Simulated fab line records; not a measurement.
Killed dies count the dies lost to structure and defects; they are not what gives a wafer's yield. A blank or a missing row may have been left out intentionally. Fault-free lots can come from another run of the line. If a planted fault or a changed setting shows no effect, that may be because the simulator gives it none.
Split-lot experiment | flow n5_finfet | route with 1938 steps; 7 lots, 39 wafers read

ON THE SPLIT
At N5_SDB_ALD_29 (deposits SiNx, target thk 30 nm, pulse time 1 s, ald cycles 600), the setting ald_cycles was moved away from the recipe's 600 on 15 of the 39 wafers read, by -45.7% to +48.7%. This setting was run at the recipe's value on the other wafers.

The reading comes from the split's own step.

THE READING
SiNx_of_SDB_ALD_29.thk_nm (the simulator's own value, which no gauge read), in nm, at N5_SDB_ALD_29 (deposits SiNx, target thk 30 nm, pulse time 1 s, ald cycles 600). The file gives no usual value for it. Here, 24 wafers ran the recipe; their average is 29.9 nm with a standard deviation of 0.22 nm.

wafer  | tool, chamber at the split | ald_cycles as run | against the recipe | SiNx_of_SDB_ALD_29.thk_nm, nm | against lot-mates on the recipe
L080.1 | ald_sin-01, 1              | 600               | recipe             | 30                            | -
L080.2 | ald_sin-01, 0,3,0          | 751               | +25.2%             | 37.2                          | +7.5
L080.4 | ald_sin-01, 0,3,0          | 751               | +25.2%             | 37.2                          | +7.5
L080.6 | ald_sin-01, 0,3,0          | 751               | +25.2%             | 37.2                          | +7.5
L080.3 | ald_sin-01, 2              | 600               | recipe             | 29.4                          | -
L080.5 | ald_sin-01, 1              | 600               | recipe             | 29.8                          | -
L083.1 | ald_sin-01, 1              | 326               | -45.7%             | 16.4                          | -13.5
L083.2 | ald_sin-01, 2              | 600               | recipe             | 29.6                          | -
L083.3 | ald_sin-01, 0              | 326               | -45.7%             | 16.2                          | -13.7
L083.5 | ald_sin-01, 0              | 326               | -45.7%             | 16.2                          | -13.7
L083.4 | ald_sin-01, 3              | 600               | recipe             | 30.2                          | -
L083.6 | ald_sin-01, 1              | 600               | recipe             | 30                            | -
L089.1 | ald_sin-01, 0              | 600               | recipe             | 30.2                          | -
L089.6 | ald_sin-01, 0              | 600               | recipe             | 30.2                          | -
L089.2 | ald_sin-01, 1              | 371               | -38.2%             | 18.6                          | -11.5
L089.3 | ald_sin-01, 2              | 600               | recipe             | 29.8                          | -
L089.4 | ald_sin-01, 3              | 371               | -38.2%             | 18.4                          | -11.7
L089.5 | ald_sin-01, 3              | 371               | -38.2%             | 18.4                          | -11.7
L090.1 | ald_sin-04, 3,2,0,0        | 600               | recipe             | 29.8                          | -
L090.3 | ald_sin-04, 3,2,0,0        | 600               | recipe             | 29.8                          | -
L090.4 | ald_sin-04, 3,2,0,0        | 600               | recipe             | 29.8                          | -
L090.6 | ald_sin-04, 3,2,0,0        | 600               | recipe             | 29.8                          | -
L090.2 | ald_sin-04, 1              | 600               | recipe             | 29.6                          | -
L090.5 | ald_sin-04, 1              | 600               | recipe             | 29.6                          | -
L092.3 | ald_sin-03, 1              | 600               | recipe             | 29.8                          | -
L092.4 | ald_sin-03, 3              | 600               | recipe             | 30.2                          | -
L092.5 | ald_sin-03, 3              | 600               | recipe             | 30.2                          | -
L094.1 | ald_sin-04, 0,3            | 600               | recipe             | 29.8                          | -
L094.3 | ald_sin-04, 0,3            | 600               | recipe             | 29.8                          | -
L094.2 | ald_sin-04, 2              | 600               | recipe             | 30                            | -
L094.4 | ald_sin-04, 1              | 389               | -35.2%             | 19.2                          | -10.7
L094.5 | ald_sin-04, 1,2            | 389               | -35.2%             | 19.4                          | -10.5
L094.6 | ald_sin-04, 1,2            | 389               | -35.2%             | 19.4                          | -10.5
L097.1 | ald_sin-03, 3              | 892               | +48.7%             | 44.8                          | +14.9
L097.2 | ald_sin-03, 0              | 892               | +48.7%             | 44.6                          | +14.7
L097.3 | ald_sin-03, 2,0            | 600               | recipe             | 30                            | -
L097.5 | ald_sin-03, 2,0            | 600               | recipe             | 30                            | -
L097.4 | ald_sin-03, 1              | 892               | +48.7%             | 44.4                          | +14.5
L097.6 | ald_sin-03, 1              | 600               | recipe             | 29.8                          | -
Rows listing several chambers each stand for several wafers; the file does not say which wafer went through which chamber.

THE FIT
A straight line over all 39 wafers: SiNx_of_SDB_ALD_29.thk_nm changes by +0.299 nm for each +1% of ald_cycles; r = +1.00; the points scatter about the line by 0.2 nm.
The same after taking each lot's own level away (the mean of its wafers on the recipe; 39 wafers): +0.301 nm for each +1%; r = +1.00; scatter 0.16 nm.
On that fit, the largest move of ald_cycles shifts the reading by 15 nm.
Across the lots, their own levels run from 29.73 to 30.07 nm, a range of 1.5 times the standard deviation given above.
Consequently the slope shifts little with the lot-to-lot level, the two slopes agreeing.
Check: for one of the wafers moved furthest among these (+48.7%), held out of the fit, the line's prediction against its lot-mates is +14.6 nm. Against them it came out at +14.9 nm.

OTHER SPLITS APPLIED TO THESE WAFERS
Note: prior to the reading, these wafers also went through further splits. Each is held against what the fit with the lots' levels taken away leaves over:
other split on the same wafers                 | wafers away from the commonest value | r with SiNx_of_SDB_ALD_29.thk_nm (lot level and that fit taken away)
N5_ZERO_LAYER_DEVELOP_10 develop_time_s        | 12                                   | +0.23
N5_PMOS_HMC_CHANNEL_EPI_ETCH_38 target_depth_a | 18                                   | -0.01

THE WHOLE CHAIN: every reading that the file lists as answering this split, in the file's order
step          | what it does                                                      | reading                                                                    | change (the file's fit)                                                              | r (the file's)
N5_SDB_ALD_29 | deposits SiNx, target thk 30 nm, pulse time 1 s, ald cycles 600   | SiNx_of_SDB_ALD_29.thk_nm (the simulator's own value, which no gauge read) | +0.301 nm for each +1% of the setting                                                | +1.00
N5_SDB_CMP_30 | polishes, stops on poly-Si, t overpolish 1.54 s, target thk 30 nm | SiNx_of_SDB_ALD_29.thk_nm (the simulator's own value, which no gauge read) | not straight: 16.27 at the lowest setting, 29.88 at the recipe, 28.27 at the highest | not given

FILE'S OWN FIT
SiNx_of_SDB_ALD_29.thk_nm changes by +0.301 nm for each +1% of ald_cycles, r = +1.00.
